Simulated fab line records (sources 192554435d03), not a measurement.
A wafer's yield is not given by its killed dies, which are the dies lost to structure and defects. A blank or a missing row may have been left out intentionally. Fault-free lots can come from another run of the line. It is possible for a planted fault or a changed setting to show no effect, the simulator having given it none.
The same fault as seen by 2 desks    flow n5_finfet    numbers are kept per desk, each desk with only its own; the story behind them comes last

== DESK OF THE TOOL OWNER: pecvd-02 ==
The tool's own readings at N5_GATE_CUT_HM_DEP_46 (deposits SiO2 from TEOS/O2, target thk 130 nm, time 26.6 s): means of the sampled wafers that have a number, for each lot that ran on this tool. If a lot's mean is further than 4 standard deviations from the usual mean, the lot is out of limits and carries the mark OUT (the distance appears in the brackets).
Columns: A = heater_power_w at N5_GATE_CUT_HM_DEP_46, usual 570 W; B = showerhead_plenum_p_Torr at N5_GATE_CUT_HM_DEP_46, usual 8.35 Torr; C = throttle_valve_pct at N5_GATE_CUT_HM_DEP_46, usual 18.5 %
lot   first seen here  A    B     C
L770  day 4 22:19      547  8.33  18.0
L783  day 8 07:49      653  8.34  18.8
L784  day 8 16:04      556  8.34  18.6
This desk found nothing out of limits on any of the 3 lots.

== THE METROLOGY DESK ==
What the gauges read for every lot (on any tool): the sampled wafers with a number, averaged. If a lot's mean is further than 4 standard deviations from the usual mean, the lot is out of limits and carries the mark OUT (the distance appears in the brackets). It has 10 readings; the 7 that lie furthest out on some lot are the ones shown.
Columns: A = IOFF_N at N5_BEOL_M4_RC_MEAS_101, usual 0.16 nA/um; B = IOFF_P at N5_BEOL_M4_RC_MEAS_101, usual 0.21 nA/um; C = ION_N at N5_BEOL_M4_RC_MEAS_101, usual 676 uA/um; D = ION_P at N5_BEOL_M4_RC_MEAS_101, usual 463 uA/um; E = SS_N at N5_BEOL_M4_RC_MEAS_101, usual 71.6 mV/dec; F = VT_N at N5_BEOL_M4_RC_MEAS_101, usual 249 mV; G = VT_P at N5_BEOL_M4_RC_MEAS_101, usual -251 mV
lot   first seen here  A     B     C    D    E     F    G
L770  day 9 04:21      0.19  0.27  703  483  71.5  246  -246
L773  day 9 12:23      0.15  0.19  670  456  72.1  251  -253
L784  day 12 12:16     0.17  0.20  688  464  71.1  246  -254
L783  day 12 13:08     0.15  0.20  680  464  71.3  252  -253
This desk found nothing out of limits on any of the 4 lots.

== TAKEN TOGETHER ==
Nothing out of limits was seen by the tool owner's desk.
At the metrology desk, nothing out of limits was observed.

== WHAT HAD BEEN PUT IN BY THE SIMULATOR ==
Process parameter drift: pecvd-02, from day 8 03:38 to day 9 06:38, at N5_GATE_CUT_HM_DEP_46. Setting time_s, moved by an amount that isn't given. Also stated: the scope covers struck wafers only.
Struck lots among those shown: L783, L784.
